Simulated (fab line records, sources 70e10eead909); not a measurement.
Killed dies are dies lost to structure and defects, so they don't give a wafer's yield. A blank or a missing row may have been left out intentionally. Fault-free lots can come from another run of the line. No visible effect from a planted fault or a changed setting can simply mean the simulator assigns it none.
fab line records	flow nand_harc
record: lots: 12	wafers: 36	last_day: 24
route steps=1159 shown A_ZERO_WELL@403 A_ONON_D1@442 A_CHANNEL_HOLE_D1@464 END@1159
lots with no fault: from the same line, run without faults
start_h: hours from the record's first day to the start of the lot's first wafer shown	wait_h: hours since the lot's step before	" same as the row above	L1.1+2: a single row standing in for several wafers	- no value, or no start given	* or withheld: withheld	< > ~ a bound
route shown NAME@n: names a module that has steps shown in the file, with the first one's number in the route	usual: average and standard deviation across the fault-free wafers	same: alike in all rows	chamber/n: place in a boat	sites: readings site by site	_std_site: how widely they spread, as a standard deviation	_edge_site: mean of outer sites minus mean of inner sites	radius_mm: for every site, how far away it sits from the centre of the wafer	mask NAME#n: copy n	behind: the tool/chamber that last shaped the wafer	hold: why the lot was held/for how many hours/how that ended	device: the n, p or np transistor that did not switch	end of line: tests run on the same wafers once the route is complete	a step given without rows: its recipe and nothing more	killed: dies lost to structure and defects at the first sort, not the wafer's yield	map: a wafer's dies, x killed, . not, _ none there
set.NAME: setting as actually run; set.NAME@STEP: the setting as run at that earlier step	model.NAME: the simulator's own value behind a step, which no gauge read
a sample of lots followed through the steps of the route, with each step as a table and each wafer as a row
services: from which hour (start_h, from the record's first day; less than 0 if before it) a tool's chamber was out of use, for how many hours, and why
== steps ==
step: NHARC_A_ZERO_WELL_DESCUM_12
recipe: time_s: 3	o2_flow_sccm: 200	ar_flow_sccm: 0	bias_power_w: 0	chemistry: O2
usual: drypump_motor_current_A: 5.7/0.4	oes_product_au: 0.993/0.011	rf_vpp_V: 57.7/0.96	showerhead_plenum_p_Torr: 1.90/0.095	throttle_valve_pct: 11.311/0.01
lot.wafer	tool	chamber	start_h	wait_h	drypump_motor_current_A	oes_product_au	rf_hours_counter_h	rf_vpp_V	showerhead_plenum_p_Torr	throttle_valve_pct
L977.4	rie_diel-11	2	157.71	-	5.6	0.985	11	56.3	1.83	11.315
L977.2	"	1	"	"	5.5	0.991	15	58.4	1.91	11.318
L977.5	"	3	"	"	5.9	0.996	-	57.8	1.87	11.337
L978.4	rie_diel-12	3	159.36	-	6.2	0.999	8	59.5	2.05	11.309
L978.1	"	0	"	"	5.7	0.989	7	57.2	1.83	11.303
L978.5	"	2	"	"	6.7	1.009	-	58.0	2.01	11.298
L980.4	rie_diel-06	3	183.60	-	5.4	0.997	8	57.8	2.02	11.309
L980.3	"	0	"	"	5.2	0.995	7	58.1	1.98	11.296
L980.6	"	0	"	"	5.2	0.997	-	58.0	1.98	11.330
L985.4	rie_diel-11	3	207.72	-	5.9	0.988	2	56.9	1.86	11.303
L985.2	"	0	"	"	5.4	1.006	2	56.5	1.82	11.304
L985.3	"	1	"	"	5.5	0.983	2	57.8	1.91	11.312
L986.1	rie_diel-11	3	209.51	-	5.9	1.009	2	58.2	1.86	11.335
L986.2	"	0	"	"	5.4	1.004	2	58.6	1.82	11.299
L986.3	"	1	"	"	5.5	0.975	2	57.7	1.91	11.321
L990.3	rie_diel-12	1	232.13	-	5.8	1.006	1	57.7	1.78	11.316
L990.4	"	2	"	"	6.7	0.990	1	58.9	2.01	11.310
L990.6	"	1	"	"	5.8	0.981	-	56.4	1.78	11.308
L991.4	rie_diel-12	0	238.54	-	5.7	0.978	1	56.9	1.83	11.319
L991.2	"	2	"	"	6.7	0.972	2	57.9	2.01	11.301
L991.5	"	0	"	"	5.7	0.985	-	56.8	1.83	11.300
L992.3	rie_diel-12	1	247.70	-	5.8	1.010	2	57.4	1.78	11.295
L992.2	"	3	"	"	6.2	1.010	2	59.9	2.05	11.307
L992.5	"	2	"	"	6.6	0.992	-	56.3	2.01	11.320
L994.1	rie_diel-12	0	253.06	-	5.7	0.996	1	57.8	1.83	11.299
L994.4	"	1	"	"	5.8	0.998	3	57.8	1.78	11.309
L994.6	"	0	"	"	5.7	1.003	-	57.3	1.83	11.301
L993.4	rie_diel-11	1	253.46	-	5.5	0.978	7	57.5	1.91	11.320
L993.1	"	2	"	"	5.6	0.972	7	55.5	1.83	11.309
L993.6	"	2	"	"	5.6	0.979	-	58.4	1.83	11.298
L995.4	rie_diel-12	2	273.73	-	6.7	0.990	4	58.6	2.01	11.305
L995.1	"	3	"	"	6.2	1.008	4	57.4	2.05	11.302
L995.6	"	0	"	"	5.7	0.987	-	56.2	1.83	11.310
L996.1	rie_diel-11	0	274.31	-	5.4	0.991	10	57.0	1.82	11.328
L996.4	"	2	"	"	5.6	0.988	8	57.5	1.83	11.327
L996.6	"	3	"	"	5.9	1.012	-	57.2	1.86	11.312
step: NHARC_A_ONON_D1_DEP_25
recipe: target_thk_a: 10000	n2_flow_sccm: 2750	n2o_flow_sccm: 2000	nh3_flow_sccm: 500	sih4_flow_sccm: 210	temp_c: 400
lot.wafer	tool	chamber	start_h	wait_h
L978.1+4+5	pecvd_onon-03	0	193.03	0.1
L977.2+4+5	pecvd_onon-04	0	193.23	0.1
L980.3+4+6	pecvd_onon-04	0	218.04	0.2
L985.2+3+4	pecvd_onon-03	0	243.07	0.1
L986.1+2+3	pecvd_onon-02	0	248.80	0.2
L990.3+4+6	pecvd_onon-02	0	266.09	0.2
L991.2+4+5	pecvd_onon-04	0	273.69	0.1
L992.2+3+5	pecvd_onon-04	0	281.12	0.1
L993.1+4+6	pecvd_onon-03	0	289.85	0.1
L994.1+4+6	pecvd_onon-04	0	289.86	0.1
L995.1+4+6	pecvd_onon-03	0	308.59	0.1
L996.1+4+6	pecvd_onon-04	0	308.66	0.1
step: NHARC_A_ONON_D1_THK_MEAS_27
recipe: thk_meas_gauge: ellipsometry
usual: thk_nm: 999/10
lot.wafer	tool	chamber	start_h	wait_h	thk_nm
L978.1	film_metro-02	-	193.54	-	995
L978.4	"	-	"	"	995
L978.5	"	-	"	"	996
L977.2	film_metro-01	-	193.67	-	677
L977.4	"	-	"	"	679
L977.5	"	-	"	"	677
L980.3	film_metro-01	-	218.44	-	697
L980.4	"	-	"	"	696
L980.6	"	-	"	"	697
L985.2	film_metro-01	-	243.52	-	999
L985.3	"	-	"	"	1000
L985.4	"	-	"	"	999
L986.1	film_metro-02	-	249.30	-	997
L986.2	"	-	"	"	997
L986.3	"	-	"	"	996
L990.3	film_metro-01	-	266.48	-	988
L990.4	"	-	"	"	989
L990.6	"	-	"	"	990
L991.2	film_metro-01	-	274.14	-	990
L991.4	"	-	"	"	989
L991.5	"	-	"	"	990
L992.2	film_metro-01	-	281.57	-	1008
L992.3	"	-	"	"	1008
L992.5	"	-	"	"	1008
L993.1	film_metro-01	-	290.36	-	1001
L993.4	"	-	"	"	1001
L993.6	"	-	"	"	1003
L994.1	film_metro-01	-	290.37	-	1009
L994.4	"	-	"	"	1011
L994.6	"	-	"	"	1011
L995.1	film_metro-02	-	309.10	-	998
L995.4	"	-	"	"	996
L995.6	"	-	"	"	998
L996.1	film_metro-02	-	309.19	-	1000
L996.4	"	-	"	"	998
L996.6	"	-	"	"	1000
step: NHARC_A_CHANNEL_HOLE_D1_INSPECT_12
usual: raw_defect_count: 5.4/2.6
lot.wafer	tool	chamber	start_h	wait_h	raw_defect_count
L978.1	defect_inspect-01	-	198.58	0.0	2
L978.4	"	-	"	"	9
L978.5	"	-	"	"	4
L985.2	defect_inspect-01	-	248.98	0.0	6
L985.3	"	-	"	"	7
L985.4	"	-	"	"	9
L986.1	defect_inspect-01	-	254.71	0.0	3
L986.2	"	-	"	"	3
L986.3	"	-	"	"	5
L990.3	defect_inspect-01	-	270.46	0.0	4
L990.4	"	-	"	"	1
L990.6	"	-	"	"	2
L991.2	defect_inspect-01	-	278.82	0.0	9
L991.4	"	-	"	"	14
L991.5	"	-	"	"	7
L992.2	defect_inspect-01	-	286.02	0.0	4
L992.3	"	-	"	"	9
L992.5	"	-	"	"	2
L993.1	defect_inspect-02	-	294.41	0.0	3
L993.4	"	-	"	"	3
L993.6	"	-	"	"	5
L994.1	defect_inspect-02	-	294.58	0.0	4
L994.4	"	-	"	"	3
L994.6	"	-	"	"	7
L995.1	defect_inspect-01	-	313.86	0.0	6
L995.4	"	-	"	"	4
L995.6	"	-	"	"	2
L996.1	defect_inspect-01	-	314.75	0.0	7
L996.4	"	-	"	"	6
L996.6	"	-	"	"	4
step: NHARC_A_CHANNEL_HOLE_D1_ETCH_39
recipe: target_depth_a: 2600	over_etch_frac: 0.3	time_s: 325	ion_energy_ev: 200	n2_flow_sccm: 150	h2_flow_sccm: 150	ar_flow_sccm: 0	rf_w: 400	bias_w: 150	chemistry: N2/H2
usual: drypump_motor_current_A: 5.8/0.55	oes_product_au: 1.000/0.0097	rf_fwd_power_W: 399.0/1.3	rf_vpp_V: 429.4/2.2	showerhead_plenum_p_Torr: 2.00/0.076	throttle_valve_pct: 14.172/0.008
lot.wafer	tool	chamber	start_h	wait_h	drypump_motor_current_A	oes_product_au	rf_fwd_power_W	rf_hours_counter_h	rf_vpp_V	showerhead_plenum_p_Torr	throttle_valve_pct
L978.4	rie_diel-04	1	-	-	5.3	1.009	397.9	5	429.2	2.08	14.169
L978.1	"	3	"	"	6.0	0.998	397.7	6	430.3	2.05	14.171
L978.5	"	1	"	"	5.3	1.004	396.1	-	431.1	2.08	14.189
L985.4	rie_diel-04	2	-	-	4.8	1.012	399.8	9	427.5	1.98	14.167
L985.2	"	3	"	"	6.0	1.007	398.6	10	431.2	2.05	14.182
L985.3	"	0	"	"	5.8	0.987	399.3	9	430.1	2.03	14.167
L986.1	rie_diel-05	2	-	-	5.6	0.995	397.4	5	425.5	1.90	14.176
L986.3	"	3	"	"	6.4	0.995	402.0	6	431.6	2.04	14.159
L986.2	"	0	"	"	5.3	1.014	396.9	4	433.9	2.15	14.158
L990.3	rie_diel-13	3	-	-	5.0	1.005	400.3	13	429.5	1.98	14.177
L990.4	"	1	"	"	6.0	1.006	399.2	13	431.3	2.07	14.179
L990.6	"	3	"	"	5.0	1.000	401.9	-	427.2	1.98	14.175
L991.2	rie_diel-05	1	-	-	6.2	0.991	398.5	7	430.7	2.07	14.182
L991.4	"	1	"	"	6.2	0.994	399.9	-	431.8	2.07	14.164
L991.5	"	2	"	"	5.6	0.996	399.6	-	426.4	1.90	14.176
L992.2	rie_diel-13	2	-	-	5.9	1.006	398.6	0	428.4	1.90	14.177
L992.3	"	3	"	"	5.0	1.005	400.3	0	428.9	1.98	14.170
L992.5	"	0	"	"	6.7	0.992	399.3	-	427.3	1.91	14.167
L993.1	rie_diel-13	3	-	-	5.0	1.015	398.2	1	429.3	1.98	14.175
L993.4	"	2	"	"	5.9	1.020	399.1	1	426.0	1.90	14.172
L993.6	"	0	"	"	6.6	1.010	398.6	-	427.2	1.91	14.174
L994.1	rie_diel-13	0	-	-	6.7	1.007	400.3	1	426.3	1.91	14.182
L994.4	"	1	"	"	5.9	1.007	399.7	1	430.7	2.07	14.168
L994.6	"	0	"	"	6.7	0.997	401.2	-	426.3	1.91	14.173
L995.1	rie_diel-13	3	-	-	5.0	1.019	400.0	2	430.0	1.98	14.159
L995.4	"	1	"	"	6.0	1.013	399.1	2	432.4	2.07	14.178
L995.6	"	0	"	"	6.7	1.011	397.5	-	427.5	1.91	14.167
L996.1	rie_diel-04	2	-	-	4.8	0.996	397.5	1	428.0	1.98	14.158
L996.4	"	1	"	"	5.3	0.987	398.9	-	430.6	2.07	14.159
L996.6	"	3	"	"	6.0	0.989	399.1	-	430.2	2.05	14.175
step: NHARC_END_SORT_01
recipe: temp_c: 25
usual: killed_at_array: 28/11	killed_at_other: 0.6/0.85	killed_at_periphery: 2.8/2.3	killed_dies: 31/11	killed_open: 3.1/1.6	killed_short: 2.0/1.4
same: gross_dies: 677
lot.wafer	tool	chamber	start_h	wait_h	killed_at_array	killed_at_other	killed_at_periphery	killed_dies	killed_open	killed_short
L980.3	prober-01	0	475.81	3.1	674	1	2	677	6	1
L980.4	prober-01	0	476.61	3.4	674	1	2	677	1	7
L980.6	prober-01	0	478.22	4.0	676	1	0	677	4	3
L977.2	prober-02	0	480.40	2.8	673	0	4	677	5	4
L977.4	prober-02	0	482.00	3.4	675	0	2	677	2	2
L977.5	prober-02	0	482.79	3.7	676	0	1	677	2	2
killed by level:class
L980.3 A_ONON_D1:area_dep=647 A_STAIRCASE:chamber_film_flake=9 A_CHANNEL_HOLE_D1:chamber_film_flake=5 A_CONTACT:chamber_film_flake=5 A_SLIT:chamber_film_flake=3 P_GATE:geometric_particle:open=1 P_M0:geometric_particle:short=1 A_ONON_D1:geometric_particle:open=1
L980.4 A_ONON_D1:area_dep=658 A_STAIRCASE:chamber_film_flake=6 A_CHANNEL_FILL_D1:geometric_particle:short=2 A_CONTACT:chamber_film_flake=2 P_STI:geometric_particle:short=1 P_M0:geometric_particle:short=1 A_ONON_D1:geometric_particle:short=1 A_SGD_CUT:geometric_particle:short=1
L980.6 A_ONON_D1:area_dep=655 A_STAIRCASE:chamber_film_flake=6 A_CHANNEL_HOLE_D1:chamber_film_flake=4 A_CONTACT:chamber_film_flake=4 A_ONON_D1:geometric_particle:short=2 A_CHANNEL_HOLE_D1:geometric_particle:open=1 A_CHANNEL_FILL_D1:geometric_particle:open=1 A_CHANNEL_FILL_D1:geometric_particle:short=1
L977.2 A_ONON_D1:area_dep=637 A_SLIT:chamber_film_flake=12 A_CHANNEL_HOLE_D1:chamber_film_flake=10 A_CONTACT:chamber_film_flake=4 A_STAIRCASE:chamber_film_flake=3 P_CONTACT:geometric_particle:open=2 P_GATE:chamber_film_flake=2 A_SOURCE_PLATE:geometric_particle:short=1
L977.4 A_ONON_D1:area_dep=632 A_SLIT:chamber_film_flake=16 A_CHANNEL_HOLE_D1:chamber_film_flake=15 A_STAIRCASE:chamber_film_flake=4 A_CONTACT:chamber_film_flake=3 A_WL_FILL:geometric_particle:open=2 A_CHANNEL_HOLE_D1:geometric_particle:short=1 A_WL_FILL:geometric_particle:short=1
L977.5 A_ONON_D1:area_dep=644 A_CHANNEL_HOLE_D1:chamber_film_flake=14 A_SLIT:chamber_film_flake=9 A_CONTACT:chamber_film_flake=3 A_STAIRCASE:chamber_film_flake=2 A_CHANNEL_FILL_D1:geometric_particle:short=1 A_SGD_CUT:geometric_particle:open=1 A_SGD_CUT:geometric_particle:short=1
== services ==
tool	chamber	start_h	hours	kind
pecvd_onon-03	-	153.00	13.0	pm
rie_diel-12	0	156.90	-	clean
rie_diel-12	1	156.90	-	clean
rie_diel-12	2	156.90	-	clean
rie_diel-05	-	163.60	9.0	pm
rie_diel-06	3	174.56	3.6	repair
rie_diel-11	-	189.98	9.0	pm
rie_diel-05	0	197.00	6.1	repair
rie_diel-12	-	202.40	9.0	pm
rie_diel-05	2	223.81	7.4	repair
rie_diel-04	0	233.78	8.4	repair
pecvd_onon-04	-	237.00	13.0	pm
rie_diel-06	-	241.20	9.0	pm
rie_diel-12	0	244.61	4.6	repair
rie_diel-05	0	268.93	6.3	repair
rie_diel-11	2	269.01	1.4	repair
rie_diel-05	0	275.55	5.4	repair
rie_diel-13	-	276.00	9.0	pm
rie_diel-04	-	288.90	9.0	pm
pecvd_onon-02	-	292.00	13.0	pm
rie_diel-05	2	299.58	3.2	repair
rie_diel-11	1	307.55	3.0	repair
rie_diel-04	0	309.33	5.9	repair
rie_diel-12	2	313.77	2.6	repair
== key ==
first_sign: step: NHARC_A_ONON_D1_THK_MEAS_27	reading: thk_nm	direction: down	sigmas: 31	usual: 999	struck: 687
effect: step: NHARC_END_SORT_01	reading: killed_at_array	direction: up	sigmas: 57	usual: 28	struck: 675
more_kills_born_at: NHARC_A_ONON_D1_DEP_25@pecvd_onon-04: 3873
met_at NHARC_A_ONON_D1_DEP_25
struck_lots L977,L980
later_rows_left_out L977.2,L977.4,L977.5,L980.3,L980.4,L980.6
tester_left_out L977,L980
not_acting_at NHARC_A_ZERO_WELL_DESCUM_12,NHARC_A_CHANNEL_HOLE_D1_INSPECT_12,NHARC_A_CHANNEL_HOLE_D1_ETCH_39
fault: kind: process_parameter_drift	tool: pecvd_onon-04	chamber: -	onset_h: 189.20	steps: NHARC_A_ONON_D1_DEP_25	channel: target_thk_a	offset: *	shape: step	end_h: 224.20	acts_in: *	stated: *
tester_left_out: of these lots the tester's yield and bins aren't shown, on N5 and GAA mostly nor the transistor test; their killed dies are dies lost to structure and defects alone, not to doping, threshold or leakage, so they don't give the yield
later_rows_left_out: the simulator's readings of these wafers behind a module that went badly wrong aren't trusted and aren't shown, but for the sort
